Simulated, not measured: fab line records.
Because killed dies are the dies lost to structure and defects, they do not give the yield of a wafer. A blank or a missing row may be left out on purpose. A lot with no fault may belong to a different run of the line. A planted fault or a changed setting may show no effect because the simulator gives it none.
fab line records	flow n5-finfet	part 1 of 2: steps 1 to 24 of 34
record lots=5	wafers=15	last-day=17
route steps=1938 shown BEOL_M5@1178 BEOL_M6@1194
lots that met no fault: from a run of the same line without faults
start-h: hours from the record's first day to the start of the lot's first wafer shown	wait-h: hours from the lot's prior step to this one	" repeats the value in the row above	L1.1+2: a row that stands for several wafers	- either no value or no given start	* or withheld: withheld	< > ~ a bound
route shown NAME@n: names a module that has steps shown in the file, with the first one's number in the route	usual: the fault-free wafers' mean and standard deviation	same: alike in all rows	chamber/n: place in a boat	sites: readings site by site	_std_site: standard deviation of those values	_edge_site: the outer-site mean with the inner-site mean subtracted	radius-mm: how far each site lies from the wafer's centre	mask NAME#n: copy n	behind: tool/chamber where the wafer was last shaped	hold: why the lot went on hold/how many hours it stayed there/how the hold came to an end	device: names the non-switching transistor (n, p or np)	end of line: at the end of the route, the tests of the same wafers	a step without rows: its recipe alone	killed: not the wafer's yield, but the dies lost to structure and defects at the first sort	map: per-die view of a wafer (x killed, . not killed, _ where there is no die)
set.NAME: the setting the step ran with; set.NAME@STEP: the setting that earlier step ran with	model.NAME: the simulator's own value behind a step, which no gauge read
lots seen at some steps along the route; tables by step, rows by wafer
services: a tool's chamber out of use, with start hour (start-h, from the record's first day; less than 0 if before it), hours out, and reason
## steps
# step N5_BEOL_M5_ANNEAL_82
# recipe temp-c=400	time-s=1800	ambient=vacuum
# usual heater-power-w=815/88
lot.wafer	tool	chamber	start-h	wait-h	heater-power-w
L087.1	pvd-sputter-01	-	254.75	0.0	696
L087.3	"	-	"	"	783
L087.5	"	-	"	"	835
L089.2	pvd-sputter-01	-	276.10	0.0	691
L089.3	"	-	"	"	755
L089.5	"	-	"	"	697
L088.1	pvd-sputter-03	-	276.32	0.0	797
L088.3	"	-	"	"	693
L088.5	"	-	"	"	746
L094.2	pvd-sputter-02	-	300.49	0.0	741
L094.3	"	-	"	"	855
L094.5	"	-	"	"	873
L096.1	pvd-sputter-01	-	311.57	0.0	761
L096.3	"	-	"	"	831
L096.6	"	-	"	"	929
# step N5_BEOL_M5_SPUTTER_83
# recipe material=Cu	target-thk-a=150	temp-c=-20	chamber-pressure-pa=0.07	power-w=withheld	time-s=27.62
# usual throttle-valve-pct=30.0/0.97
lot.wafer	tool	chamber	start-h	wait-h	throttle-valve-pct
L087.1	pvd-sputter-01	-	255.76	0.5	29.8
L087.3	"	-	"	"	30.3
L087.5	"	-	"	"	27.5
L089.2	pvd-sputter-01	-	277.11	0.5	30.2
L089.3	"	-	"	"	30.4
L089.5	"	-	"	"	29.9
L088.1	pvd-sputter-03	-	277.32	0.5	31.4
L088.3	"	-	"	"	29.7
L088.5	"	-	"	"	30.3
L094.2	pvd-sputter-02	-	301.50	0.5	30.2
L094.3	"	-	"	"	30.6
L094.5	"	-	"	"	30.4
L096.1	pvd-sputter-01	-	312.58	0.5	30.5
L096.3	"	-	"	"	27.5
L096.6	"	-	"	"	30.8
# step N5_BEOL_M5_ANNEAL_84
# recipe temp-c=400	time-s=1800	ambient=vacuum
# usual heater-power-w=815/89
lot.wafer	tool	chamber	start-h	wait-h	heater-power-w
L087.1	pvd-sputter-01	-	255.84	0.0	693
L087.3	"	-	"	"	771
L087.5	"	-	"	"	831
L089.2	pvd-sputter-01	-	277.19	0.0	706
L089.3	"	-	"	"	768
L089.5	"	-	"	"	691
L088.1	pvd-sputter-03	-	277.40	0.0	805
L088.3	"	-	"	"	711
L088.5	"	-	"	"	747
L094.2	pvd-sputter-02	-	301.58	0.0	758
L094.3	"	-	"	"	857
L094.5	"	-	"	"	853
L096.1	pvd-sputter-01	-	312.66	0.0	767
L096.3	"	-	"	"	848
L096.6	"	-	"	"	912
# step N5_BEOL_M5_SPUTTER_88
# recipe material=Cu	target-thk-a=150	temp-c=-20	chamber-pressure-pa=0.07	power-w=withheld	time-s=27.62
# usual throttle-valve-pct=30.0/0.95
lot.wafer	tool	chamber	start-h	wait-h	throttle-valve-pct
L087.1	pvd-sputter-01	-	256.84	0.5	30.1
L087.3	"	-	"	"	30.4
L087.5	"	-	"	"	27.8
L089.2	pvd-sputter-01	-	278.19	0.5	29.9
L089.3	"	-	"	"	30.6
L089.5	"	-	"	"	30.1
L088.1	pvd-sputter-03	-	278.41	0.5	31.4
L088.3	"	-	"	"	29.5
L088.5	"	-	"	"	30.2
L094.2	pvd-sputter-02	-	302.59	0.5	30.0
L094.3	"	-	"	"	30.3
L094.5	"	-	"	"	30.4
L096.1	pvd-sputter-01	-	313.67	0.5	30.5
L096.3	"	-	"	"	27.4
L096.6	"	-	"	"	30.8
# step N5_BEOL_M5_ANNEAL_89
# recipe temp-c=400	time-s=1800	ambient=vacuum
# usual heater-power-w=814/87
lot.wafer	tool	chamber	start-h	wait-h	heater-power-w
L087.1	pvd-sputter-01	-	256.92	0.0	673
L087.3	"	-	"	"	766
L087.5	"	-	"	"	845
L089.2	pvd-sputter-01	-	278.27	0.0	679
L089.3	"	-	"	"	779
L089.5	"	-	"	"	681
L088.1	pvd-sputter-03	-	278.49	0.0	797
L088.3	"	-	"	"	714
L088.5	"	-	"	"	753
L094.2	pvd-sputter-02	-	302.67	0.0	767
L094.3	"	-	"	"	842
L094.5	"	-	"	"	859
L096.1	pvd-sputter-01	-	313.75	0.0	771
L096.3	"	-	"	"	833
L096.6	"	-	"	"	925
# step N5_BEOL_M5_SPUTTER_90
# recipe material=Cu	target-thk-a=45	temp-c=-20	chamber-pressure-pa=0.07	power-w=withheld	time-s=8.29
# usual throttle-valve-pct=30.0/0.95
lot.wafer	tool	chamber	start-h	wait-h	throttle-valve-pct
L087.1	pvd-sputter-01	-	257.93	0.5	29.9
L087.3	"	-	"	"	30.4
L087.5	"	-	"	"	27.5
L089.2	pvd-sputter-01	-	279.28	0.5	29.8
L089.3	"	-	"	"	30.8
L089.5	"	-	"	"	30.1
L088.1	pvd-sputter-03	-	279.50	0.5	31.4
L088.3	"	-	"	"	29.8
L088.5	"	-	"	"	29.9
L094.2	pvd-sputter-02	-	303.67	0.5	30.6
L094.3	"	-	"	"	30.5
L094.5	"	-	"	"	30.4
L096.1	pvd-sputter-01	-	314.75	0.5	30.3
L096.3	"	-	"	"	27.6
L096.6	"	-	"	"	30.6
# step N5_BEOL_M5_ECD_50
# recipe material=Cu	target-thk-a=3000
lot.wafer	tool	chamber	start-h	wait-h
L087.1+3+5	ecd-cu-01	0,1,0	258.05	0.1
L089.2+3+5	ecd-cu-01	0	279.40	0.1
L088.1+3+5	ecd-cu-02	0,0,1	279.61	0.1
L094.2+3+5	ecd-cu-02	1	303.79	0.1
L096.1+3+6	ecd-cu-01	1	314.87	0.1
# step N5_BEOL_M5_ANNEAL_51
# recipe temp-c=225	time-s=90	ambient=N2
# usual wafer_temp_C_max=226.3/0.43
lot.wafer	tool	chamber	start-h	wait-h	wafer_temp_C_max
L087.1	rtp-anneal-02	0	258.52	0.5	226.6
L087.3	"	0	"	"	226.5
L087.5	"	0	"	"	226.4
L089.2	rtp-anneal-01	0	279.53	0.1	225.8
L089.3	"	0	"	"	226.1
L089.5	"	0	"	"	226.0
L088.1	rtp-anneal-02	0	279.70	0.1	226.6
L088.3	"	0	"	"	226.2
L088.5	"	0	"	"	226.9
L094.2	rtp-anneal-02	0	303.92	0.1	226.6
L094.3	"	0	"	"	226.5
L094.5	"	0	"	"	226.2
L096.1	rtp-anneal-02	0	315.11	0.2	226.2
L096.3	"	0	"	"	226.6
L096.6	"	0	"	"	226.7
# step N5_BEOL_M5_CMP_52
# recipe stop-on=SiCOH_lowk	t-overpolish-s=6.9	down-force-psi=1	platen-rpm=50	clearing-platen-down-force-psi=1.5	clearing-platen-rpm=50	post-cmp-clean=cu-alkaline	target-thk-nm=62	clearing-platen-pad-velocity-m-s=0.99484	pad-velocity-m-s=0.99484
# usual barrier-field-endpoint-s=24.5/0.62	edge-zone-pressure-frac=1.000/0.0048	motor-current-A=6.0/0.38	overpolish-run-s=6.900/0.0091	slurry-flow-ml-min=150.0/0.48	time-to-endpoint-s=61/3.9
lot.wafer	tool	chamber	start-h	wait-h	barrier-field-endpoint-s	edge-zone-pressure-frac	motor-current-A	overpolish-run-s	slurry-flow-ml-min	time-to-endpoint-s
L087.1	cmp-02	0	259.12	0.5	23.7	0.994	5.0	6.915	149.8	58
L087.3	"	2	"	"	24.5	1.005	6.1	6.903	148.9	66
L087.5	"	0	"	"	24.7	0.990	5.0	6.889	150.4	60
L089.2	cmp-02	3	279.82	0.2	24.8	1.009	5.6	6.897	149.6	65
L089.3	"	1	"	"	23.3	1.007	5.8	6.905	149.8	58
L089.5	"	2	"	"	26.3	0.991	6.1	6.909	150.4	68
L088.1	cmp-02	0	280.01	0.3	24.7	1.004	4.9	6.915	149.4	56
L088.3	"	3	"	"	23.8	1.003	6.1	6.888	150.0	59
L088.5	"	0	"	"	24.4	1.007	5.2	6.899	149.7	58
L094.3	cmp-03	0	304.17	0.2	23.6	1.005	5.6	6.903	150.1	59
L094.2	"	1	"	"	24.3	1.005	5.6	6.922	149.2	60
L094.5	"	1	"	"	24.9	1.006	5.8	6.898	149.2	61
L096.3	cmp-03	2	315.40	0.2	24.2	0.999	6.0	6.899	149.9	64
L096.1	"	0	"	"	24.4	0.996	5.7	6.900	149.6	63
L096.6	"	3	"	"	25.2	0.999	6.2	6.897	150.0	66
# step N5_BEOL_M5_THK_MEAS_53
# recipe thk-meas-gauge=xrf	reads=Cu_of_BEOL_M5_ECD_50
# usual M5_THK=60.8/2.1
lot.wafer	tool	chamber	start-h	wait-h	M5_THK[nm]
L087.1	film-metro-01	-	259.38	-	60.4
L087.3	"	-	"	"	63.3
L087.5	"	-	"	"	60.6
L089.2	film-metro-02	-	280.07	-	61.6
L089.3	"	-	"	"	60.2
L089.5	"	-	"	"	60.0
L088.1	film-metro-02	-	280.30	-	58.9
L088.3	"	-	"	"	60.7
L088.5	"	-	"	"	59.5
L094.2	film-metro-02	-	304.47	-	62.2
L094.3	"	-	"	"	58.7
L094.5	"	-	"	"	63.2
L096.1	film-metro-01	-	315.70	-	61.1
L096.3	"	-	"	"	64.8
L096.6	"	-	"	"	65.0
# step N5_BEOL_M5_PRE_CLEAN_77
# recipe gas=NH3/H2	time-s=15	temp-c=*	rf-power-w=300
# usual heater-power-outer-w=17/7.2	heater-power-w=79/19
lot.wafer	tool	chamber	start-h	wait-h	heater-power-outer-w	heater-power-w
L087.1	cvd-co-01	0	259.42	0.0	23	77
L087.3	"	2	"	"	5	45
L087.5	"	2	"	"	5	46
L089.2	cvd-co-01	0	280.11	0.0	23	77
L089.3	"	1	"	"	10	73
L089.5	"	0	"	"	23	78
L088.1	cvd-co-02	1	280.34	0.0	22	85
L088.3	"	0	"	"	20	92
L088.5	"	1	"	"	21	86
L094.2	cvd-co-01	1	304.50	0.0	10	70
L094.3	"	0	"	"	23	78
L094.5	"	0	"	"	22	79
L096.1	cvd-co-01	0	315.73	0.0	22	77
L096.3	"	1	"	"	10	70
L096.6	"	0	"	"	23	78
# step N5_BEOL_M5_CO_CAP_78
# recipe material=Co	target-thk-a=20	temp-c=200	precursor=CCTBA/H2	pressure-torr=30	time-s=102.1
# usual heater-power-outer-w=118/9.2	heater-power-w=228/23
lot.wafer	tool	chamber	start-h	wait-h	heater-power-outer-w	heater-power-w
L087.1	cvd-co-01	0	259.46	0.0	123	228
L087.3	"	2	"	"	103	188
L087.5	"	2	"	"	105	188
L089.2	cvd-co-01	0	280.15	0.0	127	225
L089.3	"	1	"	"	112	216
L089.5	"	0	"	"	130	226
L088.1	cvd-co-02	1	280.38	0.0	126	236
L088.3	"	0	"	"	122	246
L088.5	"	1	"	"	125	239
L094.2	cvd-co-01	1	304.54	0.0	109	223
L094.3	"	0	"	"	124	224
L094.5	"	0	"	"	129	229
L096.1	cvd-co-01	0	315.77	0.0	128	227
L096.3	"	1	"	"	109	219
L096.6	"	0	"	"	125	227
# step N5_BEOL_M5_PRE_CLEAN_55
# recipe gas=NH3	time-s=15	temp-c=withheld	rf-power-w=300
lot.wafer	tool	chamber	start-h	wait-h
L087.1+3+5	pecvd-03	0,1,0	259.55	0.1
L089.2+3+5	pecvd-01	0,2,2	280.24	0.1
L088.1+3+5	pecvd-03	1,2,0	280.47	0.1
L094.2+3+5	pecvd-03	0,2,2	304.64	0.1
L096.1+3+6	pecvd-02	2,0,0	315.87	0.1
# step N5_BEOL_M5_DEP_56
# recipe material=SiCN	target-thk-a=80	temp-c=withheld	precursor=3MS/NH3	pressure-torr=3	rf-w=202	time-s=14
# usual showerhead-plenum-p-Torr=3.659/0.013	throttle-valve-pct=8.79/0.28
lot.wafer	tool	chamber	start-h	wait-h	showerhead-plenum-p-Torr	throttle-valve-pct
L087.1	pecvd-03	0	259.57	0.0	3.690	8.43
L087.3	"	1	"	"	3.647	8.23
L087.5	"	0	"	"	3.673	8.69
L089.2	pecvd-01	0	280.27	0.0	3.654	8.91
L089.3	"	2	"	"	3.657	8.60
L089.5	"	2	"	"	3.645	8.41
L088.1	pecvd-03	1	280.49	0.0	3.640	8.55
L088.3	"	2	"	"	3.666	8.91
L088.5	"	0	"	"	3.687	8.64
L094.2	pecvd-03	0	304.67	0.0	3.692	8.68
L094.3	"	2	"	"	3.660	9.14
L094.5	"	2	"	"	3.653	8.97
L096.1	pecvd-02	2	315.89	0.0	3.666	8.62
L096.3	"	0	"	"	3.650	9.37
L096.6	"	0	"	"	3.648	9.26
# step N5_BEOL_M5_RS_MEAS_57
# recipe thk-meas-gauge=four-point-probe	reads=Co_of_BEOL_M5_CO_CAP_78+Cu_of_BEOL_M5_ECD_50+Co_of_BEOL_M5_CVD_47+TaN_of_BEOL_M5_ALD_86
# usual M5_RS=0.388/0.016
lot.wafer	tool	chamber	start-h	wait-h	M5_RS[ohm/sq]
L087.1	film-metro-02	-	259.64	0.0	0.391
L087.3	"	-	"	"	0.367
L087.5	"	-	"	"	0.387
L089.2	film-metro-01	-	280.34	0.1	0.377
L089.3	"	-	"	"	0.387
L089.5	"	-	"	"	0.390
L088.1	film-metro-02	-	280.56	0.0	0.407
L088.3	"	-	"	"	0.393
L088.5	"	-	"	"	0.399
L094.2	film-metro-01	-	304.76	0.1	0.372
L094.3	"	-	"	"	0.401
L094.5	"	-	"	"	0.368
L096.1	film-metro-01	-	315.96	0.0	0.385
L096.3	"	-	"	"	0.359
L096.6	"	-	"	"	0.358
# step N5_BEOL_M5_INSPECT_58
# recipe inspect-instrument=darkfield	mode=post-dep
# usual raw-defect-count=64/21
lot.wafer	tool	chamber	start-h	wait-h	raw-defect-count
L087.1	defect-inspect-02	-	259.76	0.1	44
L087.3	"	-	"	"	61
L087.5	"	-	"	"	63
L089.2	defect-inspect-01	-	280.36	0.0	131
L089.3	"	-	"	"	104
L089.5	"	-	"	"	90
L088.1	defect-inspect-02	-	280.59	0.0	71
L088.3	"	-	"	"	59
L088.5	"	-	"	"	42
L094.2	defect-inspect-01	-	304.78	0.0	80
L094.3	"	-	"	"	63
L094.5	"	-	"	"	81
L096.1	defect-inspect-02	-	315.98	0.0	40
L096.3	"	-	"	"	43
L096.6	"	-	"	"	50
# step N5_BEOL_M6_ILD_DEP_00
# recipe material=SiCOH_lowk	target-thk-a=1797.5	temp-c=300	precursor=DEMS/porogen	pressure-torr=5	rf-w=500	time-s=33.4
# usual heater-power-outer-w=126/32	heater-power-w=277/47	showerhead-plenum-p-Torr=5.732/0.018	throttle-valve-pct=13.7/0.61
lot.wafer	tool	chamber	start-h	wait-h	heater-power-outer-w	heater-power-w	showerhead-plenum-p-Torr	throttle-valve-pct
L087.1	pecvd-04	2	259.80	0.0	124	266	5.739	12.8
L087.3	"	0	"	"	157	333	5.706	14.6
L087.5	"	1	"	"	76	191	5.716	14.1
L089.2	pecvd-04	2	280.40	0.0	155	311	5.738	13.1
L089.3	"	1	"	"	75	185	5.704	14.1
L089.5	"	1	"	"	79	189	5.719	14.2
L088.1	pecvd-04	0	280.62	0.0	144	319	5.715	14.4
L088.3	"	1	"	"	74	192	5.722	14.1
L088.5	"	0	"	"	149	321	5.714	14.7
L094.2	pecvd-04	1	304.82	0.0	62	172	5.722	14.2
L094.3	"	2	"	"	128	271	5.742	13.2
L094.5	"	1	"	"	67	177	5.728	13.9
L096.1	pecvd-03	2	316.02	0.0	171	359	5.740	13.9
L096.3	"	1	"	"	123	282	5.702	13.0
L096.6	"	1	"	"	129	286	5.721	13.1
# step N5_BEOL_M6_CURE_74
# recipe temp-c=385	time-s=240	ambient=He/Ar	material=SiCOH_lowk
# usual lamp-power-pct=52.32/0.052	wafer_temp_C_max=386.7/0.56
lot.wafer	tool	chamber	start-h	wait-h	lamp-power-pct	wafer_temp_C_max
L087.1	uv-cure-03	0	259.86	0.0	52.32	386.7
L087.3	"	0	"	"	52.38	387.0
L087.5	"	0	"	"	52.25	387.0
L089.2	uv-cure-03	0	280.89	0.5	52.36	386.3
L089.3	"	0	"	"	52.40	386.4
L089.5	"	0	"	"	52.33	386.8
L088.1	uv-cure-02	0	281.02	0.4	52.38	386.7
L088.3	"	0	"	"	52.33	386.8
L088.5	"	0	"	"	52.21	386.2
L094.2	uv-cure-02	2	305.21	0.4	52.28	387.0
L094.3	"	2	"	"	52.30	387.6
L094.5	"	2	"	"	52.35	386.9
L096.1	uv-cure-02	1	316.08	0.0	52.34	386.4
L096.3	"	1	"	"	52.30	387.6
L096.6	"	1	"	"	52.31	386.1
# step N5_BEOL_M6_THK_MEAS_01
# recipe reads=SiCOH_lowk_of_BEOL_M6_ILD_DEP_00
# usual M6_ILD_THK=154.8/2.1
lot.wafer	tool	chamber	start-h	wait-h	M6_ILD_THK[nm]
L087.1	film-metro-02	-	260.38	0.4	154.1
L087.3	"	-	"	"	154.3
L087.5	"	-	"	"	155.7
L089.2	film-metro-02	-	281.33	0.4	152.8
L089.3	"	-	"	"	152.3
L089.5	"	-	"	"	154.5
L088.1	film-metro-02	-	282.02	0.8	156.5
L088.3	"	-	"	"	155.9
L088.5	"	-	"	"	157.7
L094.2	film-metro-02	-	306.04	0.7	153.6
L094.3	"	-	"	"	153.1
L094.5	"	-	"	"	157.9
L096.1	film-metro-02	-	316.60	0.4	150.8
L096.3	"	-	"	"	153.1
L096.6	"	-	"	"	155.0
# step N5_BEOL_M6_PECVD_70
# recipe material=SiO2	target-thk-a=200	temp-c=400	precursor=TEOS/O2	pressure-torr=5.5	rf-w=450	teos-flow-sccm=53.8	gas=O2	flow-sccm=3000	time-s=22.7
# usual heater-power-outer-w=388/54	heater-power-w=653/73	showerhead-plenum-p-Torr=8.76/0.071	throttle-valve-pct=22.0/0.85
lot.wafer	tool	chamber	start-h	wait-h	heater-power-outer-w	heater-power-w	showerhead-plenum-p-Torr	throttle-valve-pct
L087.1	pecvd-02	2	260.41	0.0	377	648	8.80	20.6
L087.3	"	1	"	"	507	718	8.75	22.0
L087.5	"	1	"	"	497	718	8.76	21.9
L089.2	pecvd-03	2	281.36	0.0	476	798	8.76	22.6
L089.3	"	1	"	"	385	662	8.69	21.0
L089.5	"	2	"	"	475	797	8.77	22.6
L088.1	pecvd-03	1	282.06	0.0	345	615	8.65	21.1
L088.3	"	2	"	"	461	780	8.78	22.5
L088.5	"	1	"	"	349	582	8.70	21.2
L094.2	pecvd-02	0	306.08	0.0	391	711	8.68	22.8
L094.3	"	2	"	"	347	626	8.80	20.9
L094.5	"	0	"	"	406	720	8.68	22.6
L096.1	pecvd-02	1	316.63	0.0	402	594	8.73	21.6
L096.3	"	0	"	"	383	705	8.69	22.8
L096.6	"	2	"	"	367	650	8.83	21.2
# step N5_BEOL_M6_HM_DEP_02
# recipe material=TiN	target-thk-a=200	temp-c=25	chamber-pressure-pa=0.49996
# usual throttle-valve-pct=30.1/0.82
lot.wafer	tool	chamber	start-h	wait-h	throttle-valve-pct
L087.1	pvd-sputter-02	-	261.22	0.8	30.8
L087.3	"	-	"	"	30.6
L087.5	"	-	"	"	30.2
L089.2	pvd-sputter-02	-	282.01	0.6	30.5
L089.3	"	-	"	"	30.4
L089.5	"	-	"	"	30.8
L088.1	pvd-sputter-02	-	282.12	0.0	30.5
L088.3	"	-	"	"	30.6
L088.5	"	-	"	"	30.1
L094.2	pvd-sputter-02	-	307.42	1.3	30.5
L094.3	"	-	"	"	30.4
L094.5	"	-	"	"	30.2
L096.1	pvd-sputter-03	-	317.78	1.1	29.5
L096.3	"	-	"	"	30.4
L096.6	"	-	"	"	29.6
# step N5_BEOL_M6_COAT_59
# recipe resist=SOC	temp-c=250	time-s=60	spin-rpm=1500	resist-thk-nm=100
# usual spin-speed-rpm=1500.0/1
lot.wafer	tool	chamber	start-h	wait-h	spin-speed-rpm
L087.1	litho-track-04	0	261.35	0.1	1499.8
L087.3	"	0	"	"	1501.5
L087.5	"	0	"	"	1500.0
L089.2	litho-track-05	0	282.14	0.1	1500.7
L089.3	"	0	"	"	1500.0
L089.5	"	0	"	"	1499.9
L088.1	litho-track-03	0	282.25	0.1	1498.4
L088.3	"	0	"	"	1499.3
L088.5	"	0	"	"	1499.3
L094.2	litho-track-05	0	307.55	0.1	1500.2
L094.3	"	0	"	"	1503.5
L094.5	"	0	"	"	1499.2
L096.1	litho-track-03	0	317.91	0.1	1499.6
L096.3	"	0	"	"	1499.9
L096.6	"	0	"	"	1500.5
# step N5_BEOL_M6_COAT_60
# recipe resist=SiARC	temp-c=220	time-s=60	spin-rpm=1500	resist-thk-nm=35
# usual spin-speed-rpm=1500.1/1.1
lot.wafer	tool	chamber	start-h	wait-h	spin-speed-rpm
L087.1	litho-track-04	0	-	-	1500.4
L087.3	"	0	"	"	1498.8
L087.5	"	0	"	"	1499.4
L089.2	litho-track-05	0	-	-	1501.3
L089.3	"	0	"	"	1497.8
L089.5	"	0	"	"	1499.5
L088.1	litho-track-03	0	-	-	1499.5
L088.3	"	0	"	"	1499.6
L088.5	"	0	"	"	1501.0
L094.2	litho-track-05	0	-	-	1501.1
L094.3	"	0	"	"	1501.4
L094.5	"	0	"	"	1498.0
L096.1	litho-track-03	0	-	-	1500.2
L096.3	"	0	"	"	1500.7
L096.6	"	0	"	"	1501.9
# step N5_BEOL_M6_COAT_05
# recipe resist=CAR-ArF	spin-rpm=1500	resist-thk-nm=90
# usual spin-speed-rpm=1500.1/1.2
lot.wafer	tool	chamber	start-h	wait-h	spin-speed-rpm
L087.1	litho-track-04	0	-	-	1500.9
L087.3	"	0	"	"	1499.9
L087.5	"	0	"	"	1500.6
L089.2	litho-track-05	0	-	-	1501.2
L089.3	"	0	"	"	1499.7
L089.5	"	0	"	"	1501.0
L088.1	litho-track-03	0	-	-	1499.0
L088.3	"	0	"	"	1499.5
L088.5	"	0	"	"	1498.8
L094.2	litho-track-05	0	-	-	1500.9
L094.3	"	0	"	"	1500.5
L094.5	"	0	"	"	1498.5
L096.1	litho-track-03	0	-	-	1499.4
L096.3	"	0	"	"	1499.8
L096.6	"	0	"	"	1499.5
